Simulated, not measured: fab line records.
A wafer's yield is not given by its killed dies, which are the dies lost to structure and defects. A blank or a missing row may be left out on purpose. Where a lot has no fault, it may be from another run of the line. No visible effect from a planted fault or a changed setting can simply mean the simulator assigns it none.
fab line records | flow n5Finfet
record: lots: 4 wafers: 12 lastDay: 18
route steps=1938 shown PMOS_HMC_CHANNEL_EPI@80 FIN_SAQP@90 FIN_CUT@165 PASSIVATION@1936
lots that met no fault: from a run of the same line without faults
startH: hours from the record's first day to the start of the lot's first wafer shown | waitH: time in hours since the lot's previous step | " as in the row above | L1.1+2: a row that stands for several wafers | - no value present, or no start provided | * or withheld: withheld | < > ~ a bound
route shown NAME@n: a module of which the file shows steps, and the number in the route of the first | usual: mean/standard deviation taken from wafers without a fault | same: alike in all rows | chamber/n: place in a boat | sites: the reading at each site | _std_site: the standard deviation of these | _edge_site: outer sites' mean less inner sites' | radiusMm: how far each site lies from the wafer's centre | mask NAME#n: copy n | behind: the tool/chamber that last shaped the wafer | hold: what put the lot on hold/how long, in hours/how the hold closed | device: whichever transistor did not switch (one of n, p or np) | end of line: at the end of the route, the tests of the same wafers | a step given without rows: its recipe and nothing more | killed: at the first sort, the dies lost to defects and structure; wafer yield is something else | map: shows each die of a wafer: x if killed, . if not, _ if none is there
set.NAME: the setting the step ran with; set.NAME@STEP: the setting that earlier step ran with | model.NAME: the simulator's own value behind a step, which no gauge read
lots at some steps of the route; a table a step, a row a wafer
services: the hour from which a tool's chamber was out of use, counted from the record's first day as startH (under 0 if before that day), plus the number of hours and why
== steps ==
step: N5_PMOS_HMC_CHANNEL_EPI_SRD_39
recipe: dry: ipaMarangoni timeS: 30 tempC: 23 rinseLiquid: diw
step: N5_PMOS_HMC_CHANNEL_EPI_CMP_21
recipe: material: SiGe30 postCmpClean: alkalineBrush targetThkNm: 54
step: N5_PMOS_HMC_CHANNEL_EPI_PRECLEAN_40
recipe: chemistry: DHF timeS: 30 tempC: 25 dilution: withheld
step: N5_PMOS_HMC_CHANNEL_EPI_PRECLEAN_37
recipe: chemistry: O3/DIW timeS: 45 tempC: 22 o3Ppm: 10
step: N5_PMOS_HMC_CHANNEL_EPI_PRECLEAN_24
recipe: chemistry: DHF timeS: 30 tempC: 25 dilution: withheld
step: N5_PMOS_HMC_CHANNEL_EPI_SRD_25
recipe: dry: ipaMarangoni doPpb: 5 timeS: 30 tempC: 23 rinseLiquid: diw
step: N5_PMOS_HMC_CHANNEL_EPI_EPI_26
recipe: material: Si targetThkA: 38 tempC: 650 precursor: SiH4/H2 pressureTorr: 20 timeS: 22.7
step: N5_FIN_SAQP_PRECLEAN_42
recipe: chemistry: O3/DIW timeS: 60 tempC: 22 o3Ppm: 10
step: N5_FIN_SAQP_PRECLEAN_00
recipe: chemistry: SC1 timeS: 60 tempC: 55 mix: 1:2:50
step: N5_FIN_SAQP_PRECLEAN_44
recipe: chemistry: SC2 timeS: 45 tempC: 35 mix: 1:1:50
columns lot.wafer tool chamber startH waitH
L228.3+4+6 wetBench-04 0,1,5 57.72 0.0
L235.1+5+6 wetBench-04 4,0,1 98.84 0.0
L236.1+2+6 wetBench-04 6,4,7 106.03 0.0
L244.2+3+5 wetBench-02 5,4,1 152.77 0.0
step: N5_FIN_SAQP_SRD_01
recipe: dry: ipaMarangoni timeS: 30 tempC: 23 rinseLiquid: diw
step: N5_FIN_SAQP_ALD_61
recipe: material: SiO2 targetThkA: 40 tempC: 300 aldPrecursorFamily: BDEAS aldCoReactant: O2-plasma pulseTimeS: 1 purgeTimeS: 2 coReactantPurgeTimeS: 2 aldCycles: 43 pressureTorr: 2
step: N5_FIN_SAQP_DENSIFY_62
recipe: tempC: 700 timeS: 60 ambient: N2 idleTempC: 600 rampUpCPerS: 150 rampDownCPerS: 60 coolToC: 600
step: N5_FIN_SAQP_HM_DEP_03
recipe: material: SiNx targetThkA: 380 tempC: 400 precursor: SiH4/NH3/N2 pressureTorr: 1.5 rfW: 300 timeS: 33.6
step: N5_FIN_SAQP_PECVD_47
recipe: material: a-Si targetThkA: 450 tempC: 400 precursor: SiH4/He pressureTorr: 3 rfW: 100 timeS: 36.3
step: N5_FIN_SAQP_PECVD_48
recipe: material: SiNx targetThkA: 250 tempC: 400 precursor: SiH4/NH3/N2 pressureTorr: 1.5 rfW: 300 timeS: 22.1
step: N5_FIN_SAQP_PECVD_06
recipe: material: a-Si targetThkA: 600 tempC: 400 precursor: SiH4/He pressureTorr: 3 rfW: 100 timeS: 48.1
step: N5_FIN_SAQP_HM_DEP_72
recipe: material: SiO2 targetThkA: 120 tempC: 400 precursor: SiH4/N2O pressureTorr: 0.75 rfW: 275 timeS: 7.2
step: N5_FIN_SAQP_COAT_49
recipe: resist: SOC tempC: 250 timeS: 60 spinRpm: 1500 resistThkNm: 100
step: N5_FIN_SAQP_COAT_50
recipe: resist: SiARC tempC: 220 timeS: 60 spinRpm: 1500 resistThkNm: 35
step: N5_FIN_SAQP_COAT_10
recipe: resist: CAR-ArF spinRpm: 1500 resistThkNm: 90
step: N5_FIN_SAQP_EBR_12
recipe: solvent: PGMEA ebrWidthMm: 1.5
step: N5_FIN_SAQP_SOFTBAKE_11
recipe: tempC: 110 timeS: 60 resist: CAR-ArF
step: N5_FIN_SAQP_EXPOSE_13
recipe: maskId: FIN_CORE na: 1.35 sourceShape: dipole sigmaInner: 0.538 sigmaOuter: 0.738 polarization: te targetCdNm: 35.6 doseMj: 63.25
step: N5_FIN_SAQP_PEB_14
recipe: pebTempC: withheld pebTimeS: 60 resist: CAR-ArF
step: N5_FIN_SAQP_DEVELOP_15
recipe: developTimeS: 30 developer: TMAH resist: CAR-ArF devTempC: 23 rinseLiquid: diw dry: airSpin
step: N5_FIN_SAQP_INSPECT_18
recipe: mode: adi inspectInstrument: brightfield
usual: rawDefectCount: 421/110
columns lot.wafer tool chamber startH waitH rawDefectCount
L228.3 defectInspect-02 - 59.10 0.0 542
L228.4 " - " " 505
L228.6 " - " " 620
L235.1 defectInspect-02 - 100.20 0.0 755
L235.5 " - " " 813
L235.6 " - " " 731
L236.1 defectInspect-01 - 108.49 0.0 791
L236.2 " - " " 909
L236.6 " - " " 764
L244.2 defectInspect-01 - 155.31 0.0 416
L244.3 " - " " 306
L244.5 " - " " 367
step: N5_FIN_SAQP_DESCUM_21
recipe: chemistry: O2 timeS: 7.9 sourcePowerW: 50 biasPowerW: 20 pressureMtorr: 20 rfFrequencyHz: 2.712e+07 tempC: 40 resist: CAR-ArF o2FlowSccm: 225
step: N5_FIN_SAQP_ETCH_51
recipe: chemistry: CF4 target: SiARC targetDepthA: 455 maskMaterial: CAR-ArF timeS: 75.8 ionEnergyEv: 80 pressureMtorr: 40 sourceW: 545 biasW: 36 Ar_flow_sccm: 100 cf4FlowSccm: 100 ends: cleared
step: N5_FIN_SAQP_ETCH_52
recipe: chemistry: N2/H2 target: SOC targetDepthA: 1000 overetchA: 200 maskMaterial: SiARC tempC: 40 timeS: 150 ionEnergyEv: 200 pressureMtorr: 30 sourceW: 840 biasW: 150 n2FlowSccm: 200 h2FlowSccm: 200 ends: endPoint
step: N5_FIN_SAQP_STRIP_53
recipe: chemistry: N2/H2 tempC: 40 n2FlowSccm: 200 h2FlowSccm: 200 rfFrequencyHz: 6e+07
step: N5_FIN_SAQP_HM_OPEN_73
recipe: chemistry: CHF3/O2 target: SiO2 stopOn: a-Si targetDepthA: 120 overEtchFrac: 1.8 maskMaterial: SOC timeS: 16.8 pressureMtorr: 30 sourceW: 650 biasW: 170 Ar_flow_sccm: 200 CHF3_flow_sccm: 50 O2_flow_sccm: 5 ionEnergyEv: 200 ends: endPoint
step: N5_FIN_SAQP_STRIP_74
recipe: chemistry: CHF3/O2 resist: SiARC rfFrequencyHz: 6e+07
step: N5_FIN_SAQP_MANDREL_ETCH_22
recipe: targetDepthA: 600 chemistry: HBr/Cl2 target: a-Si stopOn: SiNx btTimeS: 10 overEtchFrac: 0.5 timeS: 30 pressureMtorr: 10 icpW: 800 biasW: 75 HBr_flow_sccm: 150 Cl2_flow_sccm: 80 ends: endPoint
step: N5_FIN_SAQP_STRIP_55
recipe: chemistry: N2/H2 powerW: 500 tempC: 40 pressureMtorr: 50 rfFrequencyHz: 6e+07 overashFraction: 0.3 biasPowerW: 28 h2Frac: 0.5 n2FlowSccm: 300 h2FlowSccm: 300
step: N5_FIN_SAQP_INSPECT_40
recipe: inspectInstrument: brightfield mode: aei
usual: rawDefectCount: 220/60
columns lot.wafer tool chamber startH waitH rawDefectCount
L228.3 defectInspect-02 - 63.92 0.0 171
L228.4 " - " " 197
L228.6 " - " " 217
L235.1 defectInspect-02 - 106.06 0.0 666
L235.5 " - " " 650
L235.6 " - " " 612
L236.1 defectInspect-02 - 114.03 0.0 622
L236.2 " - " " 655
L236.6 " - " " 618
L244.2 defectInspect-01 - 162.09 0.0 293
L244.3 " - " " 239
L244.5 " - " " 219
step: N5_FIN_CUT_INSPECT_10
recipe: mode: adi inspectInstrument: brightfield
usual: rawDefectCount: 41/12
columns lot.wafer tool chamber startH waitH rawDefectCount
L228.3 defectInspect-02 - 64.32 0.0 39
L228.4 " - " " 27
L228.6 " - " " 36
L235.1 defectInspect-01 - 106.46 0.1 538
L235.5 " - " " 505
L235.6 " - " " 500
L236.1 defectInspect-02 - 114.42 0.1 500
L236.2 " - " " 508
L236.6 " - " " 466
L244.2 defectInspect-02 - 162.61 0.0 53
L244.3 " - " " 41
L244.5 " - " " 42
step: N5_FIN_CUT_INSPECT_17
recipe: inspectInstrument: brightfield mode: aei
usual: rawDefectCount: 225/58
columns lot.wafer tool chamber startH waitH rawDefectCount
L228.3 defectInspect-02 - 65.27 0.0 172
L228.4 " - " " 211
L228.6 " - " " 227
L235.1 defectInspect-01 - 107.41 0.0 689
L235.5 " - " " 656
L235.6 " - " " 650
L236.1 defectInspect-01 - 115.48 0.0 671
L236.2 " - " " 668
L236.6 " - " " 665
L244.2 defectInspect-02 - 163.67 0.0 283
L244.3 " - " " 239
L244.5 " - " " 222
step: N5_PASSIVATION_PROBE_49
usual: killed_at_M0_to_M3: 34/10 killed_at_M4_up: 13/5.4 killedAtContacts: 13/6 killedAtFrontEnd: 42/13 killedAtOther: 4/3.2 killedDies: 107/18 killedOnRim: 14/4.2 killedOpen: 69/14 killedShort: 35/7.7
same: grossDies: 1180 killedAtBackSide: 0
columns lot.wafer tool chamber startH waitH killed_at_M0_to_M3 killed_at_M4_up killedAtContacts killedAtFrontEnd killedAtOther killedDies killedOnRim killedOpen killedShort
L228.3 prober-01 - 304.97 0.1 37 8 9 33 3 90 15 58 26
L228.4 prober-01 - 305.02 0.2 28 11 17 38 1 95 5 66 28
L228.6 prober-01 - 305.12 0.3 25 14 11 42 2 94 8 60 30
L235.1 prober-01 - 357.41 0.0 36 5 6 156 4 207 27 62 33
L235.5 prober-01 - 357.61 0.2 46 8 10 143 3 210 16 68 33
L235.6 prober-01 - 357.66 0.3 47 12 10 132 4 205 37 72 41
L236.1 prober-02 - 361.26 0.0 38 8 12 126 2 186 35 75 39
L236.2 prober-02 - 361.31 0.1 43 14 8 163 5 233 34 84 43
L236.6 prober-02 - 361.51 0.3 27 29 17 167 3 243 35 97 37
L244.2 prober-01 - 424.73 0.1 41 14 16 32 6 109 6 71 36
L244.3 prober-01 - 424.78 0.1 45 12 9 34 3 103 11 70 28
L244.5 prober-01 - 424.88 0.2 53 7 17 34 1 112 14 75 31
killed by level:class
L228.3 STI_FIN_REVEAL:geometricParticle:open=8 BEOL_M3:geometricParticle:open=8 BEOL_M0_SAQP:geometricParticle:short=8 BEOL_M2:geometricParticle:open=8 MOL_CONTACT_COAG:geometricParticle:open=6 FIN_SAQP:geometricParticle:open=5 BEOL_M1:geometricParticle:open=5 FIN_CUT:areaEtch=5
L228.4 MOL_CONTACT_COAG:geometricParticle:open=16 FIN_SAQP:geometricParticle:short=11 BEOL_M1:geometricParticle:open=10 FIN_SAQP:geometricParticle:open=8 BEOL_M4:geometricParticle:open=7 BEOL_M0_SAQP:geometricParticle:open=6 STI_FIN_REVEAL:geometricParticle:open=4 DUMMY_GATE:geometricParticle:open=4
L228.6 FIN_SAQP:geometricParticle:short=12 STI_FIN_REVEAL:geometricParticle:open=10 MOL_CONTACT_COAG:geometricParticle:open=9 BEOL_M2:geometricParticle:open=9 FIN_SAQP:geometricParticle:open=8 DUMMY_GATE:geometricParticle:open=4 BEOL_M0_SAQP:geometricParticle:short=4 BEOL_M1:geometricParticle:open=4
L235.1 FIN_SAQP:unspecified=111 STI_FIN_REVEAL:geometricParticle:open=12 BEOL_M1:geometricParticle:open=12 FIN_SAQP:geometricParticle:short=10 BEOL_M0_SAQP:geometricParticle:open=7 MOL_CONTACT_COAG:geometricParticle:open=6 BEOL_M0_SAQP:geometricParticle:short=6 FIN_SAQP:geometricParticle:open=5
L235.5 FIN_SAQP:unspecified=108 BEOL_M0:geometricParticle:open=10 STI_FIN_REVEAL:geometricParticle:open=8 DUMMY_GATE:geometricParticle:open=8 BEOL_M0_SAQP:geometricParticle:open=8 MOL_CONTACT_COAG:geometricParticle:open=7 BEOL_M1:geometricParticle:open=7 BEOL_M0_SAQP:geometricParticle:short=6
L235.6 FIN_SAQP:unspecified=78 BEOL_M2:geometricParticle:open=12 MOL_CONTACT_COAG:geometricParticle:open=10 FIN_SAQP:geometricParticle:short=9 HKMG_FIN:areaEtch=9 STI_FIN_REVEAL:geometricParticle:open=8 BEOL_M0_SAQP:geometricParticle:open=8 BEOL_M0_SAQP:geometricParticle:short=5
L236.1 FIN_SAQP:unspecified=70 STI_FIN_REVEAL:geometricParticle:open=15 MOL_CONTACT_COAG:geometricParticle:open=9 BEOL_M1:geometricParticle:open=8 ILD0:geometricParticle:short=8 FIN_SAQP:geometricParticle:short=7 BEOL_M0:geometricParticle:open=7 BEOL_M3:geometricParticle:open=5
L236.2 FIN_SAQP:unspecified=104 STI_FIN_REVEAL:geometricParticle:open=17 FIN_SAQP:geometricParticle:open=11 FIN_SAQP:geometricParticle:short=11 BEOL_M1:geometricParticle:open=10 BEOL_M3:geometricParticle:open=8 MOL_CONTACT_COAG:geometricParticle:open=6 BEOL_M0_SAQP:geometricParticle:short=6
L236.6 FIN_SAQP:unspecified=108 STI_FIN_REVEAL:geometricParticle:open=27 BEOL_M4:geometricParticle:open=17 MOL_CONTACT_COAG:geometricParticle:open=16 BEOL_M1:geometricParticle:open=8 BEOL_M4:geometricParticle:short=6 FIN_SAQP:geometricParticle:open=4 SPACER0:geometricParticle:open=4
L244.2 MOL_CONTACT_COAG:geometricParticle:open=15 BEOL_M0_SAQP:geometricParticle:open=12 BEOL_M4:geometricParticle:open=9 BEOL_M0_SAQP:geometricParticle:short=9 STI_FIN_REVEAL:geometricParticle:open=7 BEOL_M2:geometricParticle:open=7 ILD0:geometricParticle:short=5 PASS1_CAP:geometricParticle:open=4
L244.3 BEOL_M2:geometricParticle:open=14 STI_FIN_REVEAL:geometricParticle:open=9 BEOL_M0_SAQP:geometricParticle:open=9 BEOL_M4:geometricParticle:open=9 BEOL_M0_SAQP:geometricParticle:short=7 MOL_CONTACT_COAG:geometricParticle:open=6 FIN_SAQP:geometricParticle:short=4 BEOL_M0:geometricParticle:open=4
L244.5 BEOL_M0_SAQP:geometricParticle:open=17 BEOL_M2:geometricParticle:open=16 MOL_CONTACT_COAG:geometricParticle:open=12 BEOL_M0_SAQP:geometricParticle:short=10 STI_FIN_REVEAL:geometricParticle:open=8 FIN_SAQP:geometricParticle:short=5 MOL_CONTACT_COAG:geometricParticle:short=5 BEOL_M1:geometricParticle:open=4
map L235.5 (x killed, . not)
_________________..x.........________________
______________.................x_____________
___________........x...........x...__________
__________..............x.x........._________
________...x.........................._______
_______................................______
______...x....x.........x...........x..._____
_____xx.x..........x.......xx.......x...x____
____.....................x.x...xx...xx....___
___..x.......x.......x.xxxxxxx.x..x....x...__
___...............x......xxxxxx....xx.....x__
__.x......x.......x...xxxxxxxxxxx....x......_
__.......x....x..x....xxxxxxxxxxx..x....x..._
_..x.........x...x...xxxxxxxxxxxxxx.xx.....xx
_.............x...x...xxxxxxxxxxxx.x...x..x..
_......x...............xxxxxxxxxxx...x.......
_........x.....x......x.xxxxxxxxx..xx........
_..x...x......x.x.....xxxxxxxxxx.............
_..x.xx................x.xxxxx..xxx..........
_..x..x..........x..........x...x............
_..x..........................x.x.x..........
__x.................x......................._
__...........xx..x............x............._
___..x................x..x.............x.x.__
___..x...x........x......................x.__
____.......................x.........x....___
_____.....x..............................____
______........................xx........_____
_______..........x.....................______
________.x.........x.................._______
__________...x..x.............x....._________
___________..........x.............__________
______________.x.......x........_____________
_________________.....x.x....________________
map L236.6 (x killed, . not)
_________________.....x......________________
______________...xx............x_____________
___________..........x.......x..x..__________
__________x....x...x........xx......_________
________...xx....x........x..........._______
_______..x...x...x.x.............x.x...______
______.....................x....xx..x..x_____
_____.x.....................x...........x____
____x....x....................x.......x.x.___
___......x...x.x..........x................__
___....x.....x..x.........x........x.......__
__..x....................................x.._
__..x........x.........x....x...x.......x..._
_..x..............x..x....x...........x......
_xx..x.......x..........x..x.........x.......
_x.......x....................x..x...x.......
_x...x...............x............xx.xx.x....
_..xx.....x..................x.......xxx.xx..
_..x....x.x...x.....x.............xxxxxxx.x..
_x.........x................x..x.xxxxxxxxxx..
_x...............x...x.....xxxx..xxxxxxxxx.xx
__...x...x..x...................xxxxxxxxxxxx_
__....x.............x..........xxxxxxxxxxxx._
___.x...........................xxxxxxxxxxx__
___....x.x...x.x...........x..xxxxxxxxxxxxx__
____........x..............x.x.xxxxxxxx.xx___
_____.x.....x.............x.......xxxxxxx____
______x..................x....x...xxxx.._____
_______...xx.x.xx...x............x..xx.______
________x....x....................xx.._______
__________........x................._________
___________...........x..x.x.x..xx.__________
______________....x..........xx._____________
_________________............________________
== services ==
columns tool chamber startH hours kind
wetBench-02 - 39.38 1.0 repair
wetBench-02 - 142.20 4.6 repair
== key ==
firstSign: step: N5_FIN_SAQP_INSPECT_18 reading: rawDefectCount direction: up sigmas: 3.5 usual: 421 struck: 794
effect: step: N5_FIN_SAQP_INSPECT_40 reading: rawDefectCount direction: up sigmas: 7 usual: 220 struck: 637
effect: step: N5_FIN_CUT_INSPECT_10 reading: rawDefectCount direction: up sigmas: 38 usual: 41 struck: 503
effect: step: N5_FIN_CUT_INSPECT_17 reading: rawDefectCount direction: up sigmas: 7.6 usual: 225 struck: 666
effect: step: N5_PASSIVATION_PROBE_49 reading: killedAtFrontEnd direction: up sigmas: 7.9 usual: 42 struck: 148
moreKillsBornAt: N5_FIN_SAQP_PRECLEAN_44@wetBench-04: 579
metAt N5_FIN_SAQP_PRECLEAN_44
struckWafers L235.1,L235.5,L235.6,L236.1,L236.2,L236.6
testerLeftOut L235,L236
onsetBetween 57.72 98.84
fault: kind: chamberParticleSource tool: wetBench-04 chamber: - onsetH: 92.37 steps: N5_FIN_SAQP_PRECLEAN_44 ratePerVisitCm2: 0.74132 endH: 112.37
testerLeftOut: of these lots the tester's yield and bins aren't shown, on N5 and GAA mostly nor the transistor test; their killed dies are dies lost to structure and defects alone, not to doping, threshold or leakage, so they don't give the yield
